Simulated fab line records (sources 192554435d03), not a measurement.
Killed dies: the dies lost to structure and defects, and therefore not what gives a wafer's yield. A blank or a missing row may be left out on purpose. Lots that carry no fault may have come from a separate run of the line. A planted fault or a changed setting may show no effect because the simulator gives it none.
Split-lot study | flow n5_finfet | on a route of 1938 steps: 7 lots, 39 wafers read

## THE SPLIT ITSELF
At N5_PASSIVATION_DEVELOP_43 (develop time 60 s), the setting develop_time_s was moved away from the recipe's 60 s on 18 of the 39 wafers read, by -52.4% to +58.3%. For the rest of the wafers, this setting stayed at what the recipe calls for.

## FROM THE SPLIT ON TO THE READING: in between, the file shows 1 step
- N5_PASSIVATION_HARDBAKE_45: time 120 s

## THE READING
Shown in nm: cd_nm at N5_PASSIVATION_CD_MEAS_44, with target cd 40000 nm. Fault-free wafers of this fab line usually give 40001 nm, standard deviation 3.7 nm.

wafer  | tool, chamber at the split | develop_time_s as run, s | against the recipe | cd_nm, nm | against lot-mates on the recipe
L074.1 | litho_track-04, 0          | 60                       | recipe             | 40000     | -
L074.2 | litho_track-04, 0          | 72.13                    | +20.2%             | 40012     | +11
L074.3 | litho_track-04, 0          | 60                       | recipe             | 40004     | -
L074.4 | litho_track-04, 0          | 72.13                    | +20.2%             | 40014     | +13
L074.5 | litho_track-04, 0          | 72.13                    | +20.2%             | 40008     | +7
L074.6 | litho_track-04, 0          | 60                       | recipe             | 39999     | -
L079.2 | litho_track-01, 0          | 60                       | recipe             | 39998     | -
L079.5 | litho_track-01, 0          | 60                       | recipe             | 40005     | -
L079.6 | litho_track-01, 0          | 60                       | recipe             | 39998     | -
L086.1 | litho_track-04, 0          | 28.54                    | -52.4%             | 39967     | -32
L086.2 | litho_track-04, 0          | 60                       | recipe             | 39998     | -
L086.3 | litho_track-04, 0          | 28.54                    | -52.4%             | 39967     | -32
L086.4 | litho_track-04, 0          | 28.54                    | -52.4%             | 39966     | -33
L086.5 | litho_track-04, 0          | 60                       | recipe             | 40000     | -
L086.6 | litho_track-04, 0          | 60                       | recipe             | 39999     | -
L091.1 | litho_track-01, 0          | 45.36                    | -24.4%             | 39991     | -12
L091.2 | litho_track-01, 0          | 45.36                    | -24.4%             | 39991     | -12
L091.3 | litho_track-01, 0          | 45.36                    | -24.4%             | 39997     | -6
L091.4 | litho_track-01, 0          | 60                       | recipe             | 40001     | -
L091.5 | litho_track-01, 0          | 60                       | recipe             | 40004     | -
L091.6 | litho_track-01, 0          | 60                       | recipe             | 40003     | -
L092.1 | litho_track-01, 0          | 94.99                    | +58.3%             | 40018     | +14
L092.2 | litho_track-01, 0          | 60                       | recipe             | 40007     | -
L092.3 | litho_track-01, 0          | 94.99                    | +58.3%             | 40019     | +15
L092.4 | litho_track-01, 0          | 60                       | recipe             | 40005     | -
L092.5 | litho_track-01, 0          | 94.99                    | +58.3%             | 40019     | +15
L092.6 | litho_track-01, 0          | 60                       | recipe             | 40000     | -
L090.1 | litho_track-02, 0          | 60                       | recipe             | 39997     | -
L090.2 | litho_track-02, 0          | 60                       | recipe             | 40003     | -
L090.3 | litho_track-02, 0          | 49.18                    | -18.0%             | 39995     | -5
L090.4 | litho_track-02, 0          | 49.18                    | -18.0%             | 39986     | -14
L090.5 | litho_track-02, 0          | 60                       | recipe             | 40001     | -
L090.6 | litho_track-02, 0          | 49.18                    | -18.0%             | 39987     | -13
L093.1 | litho_track-01, 0          | 43.97                    | -26.7%             | 39990     | -8
L093.2 | litho_track-01, 0          | 60                       | recipe             | 39998     | -
L093.3 | litho_track-01, 0          | 43.97                    | -26.7%             | 39984     | -14
L093.4 | litho_track-01, 0          | 60                       | recipe             | 40000     | -
L093.5 | litho_track-01, 0          | 43.97                    | -26.7%             | 39990     | -8
L093.6 | litho_track-01, 0          | 60                       | recipe             | 39996     | -

THE FIT
A straight line over all 39 wafers: cd_nm changes by +0.454 nm for each +1% of develop_time_s; r = +0.93; the points scatter about the line by 4.7 nm.
The same after taking each lot's own level away (the mean of its wafers on the recipe; 39 wafers): +0.414 nm for each +1%; r = +0.92; scatter 4.6 nm.
On that fit, the largest move of develop_time_s shifts the reading by 24 nm.
Across the lots, their own levels run from 39998.0 to 40004.0 nm, a range of 1.6 times the standard deviation given above.
So the lot-to-lot level changes the slope little: the two slopes agree.
Check: with one of the wafers moved furthest among these (+58.3%) left out of the fit, the line predicts +24.5 nm for it against its lot-mates. Against them it came out at +14 nm.

## ADDITIONAL SPLITS CARRIED BY THESE WAFERS
Note: prior to the reading, these wafers also went through further splits. Each is held against what the fit with the lots' levels taken away leaves over:
other split on the same wafers         | wafers away from the commonest value | r with cd_nm (lot level and that fit taken away)
N5_BEOL_M7_ILD_DEP_00 time_s           | 15                                   | +0.04
N5_BEOL_M9_ETCH_66 time_s              | 15                                   | +0.22
N5_BEOL_M11_VIA_ETCH_34 target_depth_a | 12                                   | -0.11
N5_BEOL_M14_DEP_53 time_s              | 9                                    | +0.06

## FILE'S OWN FIT
cd_nm changes by +0.421 nm for each +1% of develop_time_s, r = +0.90.
